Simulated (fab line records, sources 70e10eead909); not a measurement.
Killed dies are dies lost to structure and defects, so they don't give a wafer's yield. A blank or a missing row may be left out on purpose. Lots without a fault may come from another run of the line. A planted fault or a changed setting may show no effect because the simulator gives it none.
Problem report in the 8D (eight disciplines) form, filled by code | flow nand_harc | the parts of the form that need people (team, actions taken, sign-off) are left out

1. THE PROBLEM
time_to_endpoint_s at NHARC_A_SGD_CUT_CMP_21 reads a mean of 29.1 s on 2 wafers of 2 lots; wafers without a fault read 49.7 s with a standard deviation of 2.9. That is -7.1 standard deviations from the usual mean.
The step: polishes, target thk 148.19 nm.
First seen on wafer L140.3, day 23 05:17, on cmp-03. The record holds 36 wafers of 12 lots with a number at this step. Rule for "out", or "out of limits": more than 4 standard deviations from the usual mean. The other wafers with a number count as sound.

2. WHAT IT IS AND WHAT IT IS NOT
question                    | is                 | is not
which readings at this step | time_to_endpoint_s | motor_current_A
which lots                  | L140, L142         | L132, L133, L134, L137, L138, L139, L149, L152, L153, L154
which wafers of those lots  | L140.3, L142.6     | L140.2, L140.4, L142.1, L142.2
read on which tools         | cmp-03             | cmp-01, cmp-04
when                        | from day 23 05:17  | up to then (17 sound wafers); but 17 sound wafers of L139, L142, L149, L152, L153, L154 came after

3. SUSPECTS, AND WHAT RULES EACH OUT
Counting: a tool at a process step up to the reading stays a suspect if it ran every lot that is out. Sound lots after the first of them don't rule it out here, since some wafers of a struck lot are sound.
- pecvd-01 at NHARC_A_SGD_CUT_DEP_00 (deposits SiNx, target thk 50 nm): kept. It ran every lot that is out, first L140 (day 22 22:43); its last sound lot up to then is L137 (day 22 11:02).
- cmp-03 at NHARC_A_SGD_CUT_CMP_21 (polishes, target thk 148.19 nm): kept. It ran every lot that is out, first L140 (day 23 05:17); its last sound lot up to then is L137 (day 22 17:33). Its own readings are out on those wafers: time_to_endpoint_s.
Left after counting: pecvd-01 at NHARC_A_SGD_CUT_DEP_00, cmp-03 at NHARC_A_SGD_CUT_CMP_21.

4. THE CAUSE (what the simulator had put in)
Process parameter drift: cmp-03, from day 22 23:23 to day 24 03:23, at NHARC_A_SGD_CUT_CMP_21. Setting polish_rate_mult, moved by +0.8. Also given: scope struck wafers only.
Counting left 2 suspects, and this tool is among them.

5. THE CHAIN OF EFFECTS, in route order
Each row: a reading whose mean over the struck wafers that have a number lies more than 3 standard deviations from the usual. Only readings for which the record gives a usual standard deviation are gone through. hours: the time from each lot's start at the first step in this table that gives one to its start at this step, as a median over the lots. sigmas: the change in usual standard deviations.
hours | step                   | reading            | usual  | on struck wafers | change | sigmas
0     | NHARC_A_SGD_CUT_CMP_21 | time_to_endpoint_s | 49.7 s | 29.1             | -20.6  | -7.1
The process steps in it:
- NHARC_A_SGD_CUT_CMP_21: polishes, target thk 148.19 nm.

6. WHAT WOULD HAVE CAUGHT IT SOONER
In this record the first reading out of limits was taken at day 23 05:17, 6 hours after the fault began at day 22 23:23.
